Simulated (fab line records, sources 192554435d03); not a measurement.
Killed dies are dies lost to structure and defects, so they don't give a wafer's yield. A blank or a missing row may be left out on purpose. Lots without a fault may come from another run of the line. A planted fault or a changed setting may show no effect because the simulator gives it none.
Which tool did it? | flow n5_finfet | 10 lots, 30 wafers sampled, at 5 steps of a route of 1938

WHAT THE GAUGES READ, wafer by wafer
The record holds no reading of a measuring or inspecting step that can be judged against a usual standard deviation.

WHICH TOOL RAN EACH LOT (tool, then ch and the chambers of the sampled wafers, then the start)
lot  | N5_SDB_ETCH_17                    | N5_PASSIVATION_VIA_ETCH_13         | N5_PASSIVATION_DEGAS_18      | N5_PASSIVATION_SPUTTER_20    | N5_PASSIVATION_PROBE_49
L978 | rie_diel-02 ch 0,1, day 3 23:19   | rie_diel-05 ch 0,1, day 11 01:53   | pvd_sputter-01, day 11 02:18 | pvd_sputter-01, day 11 02:23 | -
L979 | rie_diel-04 ch 0,3, day 4 04:11   | rie_diel-05 ch 2,3, day 11 10:56   | pvd_sputter-01, day 11 12:53 | pvd_sputter-01, day 11 12:58 | -
L981 | rie_diel-02 ch 0,1,3, day 4 13:23 | rie_diel-06 ch 1,2,3, day 11 13:10 | pvd_sputter-03, day 11 14:01 | pvd_sputter-03, day 11 14:05 | -
L982 | rie_diel-03 ch 1,3, day 4 17:03   | rie_diel-05 ch 0,1,2, day 11 19:34 | pvd_sputter-03, day 11 20:16 | pvd_sputter-03, day 11 20:21 | -
L983 | rie_diel-02 ch 0,1, day 5 00:57   | rie_diel-06 ch 0,2, day 12 02:00   | pvd_sputter-03, day 12 02:56 | pvd_sputter-03, day 12 03:01 | -
L986 | rie_diel-03 ch 1,2,3, day 5 16:28 | rie_diel-06 ch 0,1,2, day 12 08:15 | pvd_sputter-02, day 12 08:57 | pvd_sputter-02, day 12 09:02 | -
L987 | rie_diel-04 ch 0,1,3, day 5 23:10 | rie_diel-01 ch 0,2,3, day 13 00:43 | pvd_sputter-03, day 13 01:38 | pvd_sputter-03, day 13 01:43 | -
L989 | rie_diel-02 ch 0,2, day 6 16:33   | rie_diel-06 ch 0,1,2, day 17 12:28 | pvd_sputter-03, day 17 12:53 | pvd_sputter-03, day 17 12:58 | -
L993 | rie_diel-02 ch 1,2, day 7 14:59   | rie_diel-06 ch 2,3, day 18 06:38   | pvd_sputter-03, day 18 07:26 | pvd_sputter-03, day 18 07:31 | -
L994 | rie_diel-02 ch 2,3, day 7 19:26   | rie_diel-06 ch 0,3, day 17 05:49   | pvd_sputter-01, day 17 06:44 | pvd_sputter-01, day 17 06:49 | prober-02, day 17 12:46
- N5_SDB_ETCH_17: etches SiARC in CF4, target depth 23.4 nm, time 39 s.
- N5_PASSIVATION_VIA_ETCH_13: etches SiO2 in CHF3/O2, target depth 660 nm, time 330 s.
- N5_PASSIVATION_DEGAS_18: time 60 s.
- N5_PASSIVATION_SPUTTER_20: material TaN, target thk 50 nm.
- N5_PASSIVATION_PROBE_49

WHAT THE TOOLS THEMSELVES READ (means of the sampled wafers that have a number; where no wafer has one, the mark that the record gives instead)
N5_SDB_ETCH_17. Usual: drypump_motor_current_A 5.9 A, standard deviation 0.43; etch_rf_on_time_s 39.0 s, standard deviation 1.3; oes_product_au 0.70 a.u., standard deviation 0.082; rf_vpp_V 184.1 V, standard deviation 1.3; showerhead_plenum_p_Torr 2.15 Torr, standard deviation 0.082; throttle_valve_pct 15.60 %, standard deviation 0.26.
lot  | tool        | drypump_motor_current_A (A) | etch_rf_on_time_s (s) | oes_product_au (a.u.) | rf_vpp_V (V) | showerhead_plenum_p_Torr (Torr) | throttle_valve_pct (%) | flag
L978 | rie_diel-02 | 6.3                         | 39.5                  | 0.63                  | 183.6        | 2.06                            | 15.69                  |
L979 | rie_diel-04 | 6.0                         | 38.1                  | 0.67                  | 183.7        | 2.11                            | 15.60                  |
L981 | rie_diel-02 | 6.3                         | 39.5                  | 0.68                  | 183.6        | 2.09                            | 15.61                  |
L982 | rie_diel-03 | 5.7                         | 39.9                  | 0.78                  | 185.1        | 2.23                            | 15.61                  |
L983 | rie_diel-02 | 6.3                         | 39.2                  | 0.63                  | 183.8        | 2.05                            | 15.70                  |
L986 | rie_diel-03 | 5.5                         | 39.8                  | 0.71                  | 185.0        | 2.20                            | 15.54                  |
L987 | rie_diel-04 | 5.9                         | 37.6                  | 0.80                  | 184.2        | 2.13                            | 15.37                  |
L989 | rie_diel-02 | 6.3                         | 38.8                  | 0.65                  | 183.7        | 2.12                            | 15.66                  |
L993 | rie_diel-02 | 6.1                         | 37.9                  | 0.77                  | 184.7        | 2.26                            | 15.33                  |
L994 | rie_diel-02 | 6.1                         | 38.0                  | 0.72                  | 184.2        | 2.23                            | 15.51                  |

N5_PASSIVATION_VIA_ETCH_13. Usual: drypump_motor_current_A 5.7 A, standard deviation 0.65; etch_rf_on_time_s 235 s, standard deviation 5.1; oes_o_777_au 0.76 a.u., standard deviation 0.077; oes_product_au 0.69 a.u., standard deviation 0.072; rf_vpp_V 523 V, standard deviation 8.7; showerhead_plenum_p_Torr 2.41 Torr, standard deviation 0.067; throttle_valve_pct 18.92 %, standard deviation 0.24.
lot  | tool        | drypump_motor_current_A (A) | etch_rf_on_time_s (s) | oes_o_777_au (a.u.) | oes_product_au (a.u.) | rf_vpp_V (V) | showerhead_plenum_p_Torr (Torr) | throttle_valve_pct (%) | flag
L978 | rie_diel-05 | 6.7                         | 235                   | 0.70                | 0.63                  | 516          | 2.31                            | 19.23                  |
L979 | rie_diel-05 | 5.0                         | 238                   | 0.82                | 0.73                  | 519          | 2.52                            | 18.89                  |
L981 | rie_diel-06 | 5.8                         | 233                   | 0.76                | 0.70                  | 521          | 2.39                            | 18.88                  |
L982 | rie_diel-05 | 6.2                         | 233                   | 0.69                | 0.63                  | 521          | 2.37                            | 19.19                  |
L983 | rie_diel-06 | 6.5                         | 236                   | 0.83                | 0.76                  | 518          | 2.42                            | 18.61                  |
L986 | rie_diel-06 | 6.1                         | 233                   | 0.77                | 0.71                  | 521          | 2.42                            | 18.74                  |
L987 | rie_diel-01 | 5.1                         | 231                   | 0.82                | 0.74                  | 538          | 2.42                            | 19.06                  |
L989 | rie_diel-06 | 6.1                         | 239                   | 0.74                | 0.68                  | 519          | 2.41                            | 18.78                  |
L993 | rie_diel-06 | 6.1                         | 233                   | 0.76                | 0.70                  | 519          | 2.37                            | 18.84                  |
L994 | rie_diel-06 | 6.0                         | 237                   | 0.74                | 0.67                  | 517          | 2.47                            | 18.82                  |

N5_PASSIVATION_DEGAS_18. Usual: heater_power_w 464 W, standard deviation 26.
lot  | tool           | heater_power_w (W) | flag
L978 | pvd_sputter-01 | 448                |
L979 | pvd_sputter-01 | 446                |
L981 | pvd_sputter-03 | 492                |
L982 | pvd_sputter-03 | 490                |
L983 | pvd_sputter-03 | 494                |
L986 | pvd_sputter-02 | 454                |
L987 | pvd_sputter-03 | 485                |
L989 | pvd_sputter-03 | 478                |
L993 | pvd_sputter-03 | 488                |
L994 | pvd_sputter-01 | 471                |

N5_PASSIVATION_SPUTTER_20. Usual: chamber_pressure_pa 0.4000 Pa, standard deviation 0.00082; throttle_valve_pct 29.9 %, standard deviation 1.
lot  | tool           | chamber_pressure_pa (Pa) | throttle_valve_pct (%) | flag
L978 | pvd_sputter-01 | 0.4019                   | 30.2                   |
L979 | pvd_sputter-01 | 0.3999                   | 30.6                   |
L981 | pvd_sputter-03 | 0.4009                   | 30.3                   |
L982 | pvd_sputter-03 | 0.4004                   | 30.3                   |
L983 | pvd_sputter-03 | 0.4003                   | 29.3                   |
L986 | pvd_sputter-02 | 0.3994                   | 29.7                   |
L987 | pvd_sputter-03 | 0.4005                   | 30.2                   |
L989 | pvd_sputter-03 | 0.3996                   | 30.3                   |
L993 | pvd_sputter-03 | 0.4005                   | 30.2                   |
L994 | pvd_sputter-01 | 0.3994                   | 30.2                   |

N5_PASSIVATION_PROBE_49. Usual: defect_limited_yield 91.0 %, standard deviation 1.5; killed_at_M0_to_M3 32, standard deviation 9.6; killed_at_M4_up 13, standard deviation 4.7; killed_at_contacts 13, standard deviation 7.2; killed_at_front_end 44, standard deviation 13; killed_at_other 4, standard deviation 3.4; killed_dies 106, standard deviation 18; killed_on_rim 14, standard deviation 4.2; killed_open 70, standard deviation 13; killed_short 35, standard deviation 8; sort_bin_5_function 5.3 %, standard deviation 0.97; sort_bin_6_memory 3.4 %, standard deviation 0.73; sort_bin_8_speed 0.00 %, standard deviation 0.036; sort_n_pass 1074, standard deviation 18; sort_yield_pct 91.0 %, standard deviation 1.5.
lot  | tool      | defect_limited_yield (%) | killed_at_M0_to_M3 | killed_at_M4_up | killed_at_contacts | killed_at_front_end | killed_at_other | killed_dies | killed_on_rim | killed_open | killed_short | sort_bin_5_function (%) | sort_bin_6_memory (%) | sort_bin_8_speed (%) | sort_n_pass | sort_yield_pct (%) | flag
L994 | prober-02 | 87.5                     | 35                 | 11              | 14                 | 87                  | 1               | 148         | 21            | 76          | 30           | 7.2                     | 3.5                   | 0.00                 | 1032        | 87.5               | OFF

THE ANSWER, worked out from the rows above alone
Rule: a lot is off if the mean of its wafers that have a number lies more than 3 standard deviations from the usual mean. A lot without any number at a reading at which 4 lots or more have one is off too. The other lots that the step has rows for count as sound. The gauges are gone through in route order, then the tools' own readings, and for those a lot's mean is taken as printed above. The first step at which some lot is off is used, and at that step the reading that is off furthest; a lot without a number counts as furthest.
Off: L994, at N5_PASSIVATION_PROBE_49 (killed_at_front_end). Neither off nor sound, because the step has no rows for them: L978, L979, L981, L982, L983, L986, L987, L989, L993.
A tool fits if, at that step or a process step before it, it ran every lot that is off, and no sound lot after the first of them. Can't be told from this: 4 tools fit, rie_diel-02 at N5_SDB_ETCH_17, rie_diel-06 at N5_PASSIVATION_VIA_ETCH_13, pvd_sputter-01 at N5_PASSIVATION_DEGAS_18 and N5_PASSIVATION_SPUTTER_20, prober-02 at N5_PASSIVATION_PROBE_49.

WHAT THE SIMULATOR HAD PUT IN
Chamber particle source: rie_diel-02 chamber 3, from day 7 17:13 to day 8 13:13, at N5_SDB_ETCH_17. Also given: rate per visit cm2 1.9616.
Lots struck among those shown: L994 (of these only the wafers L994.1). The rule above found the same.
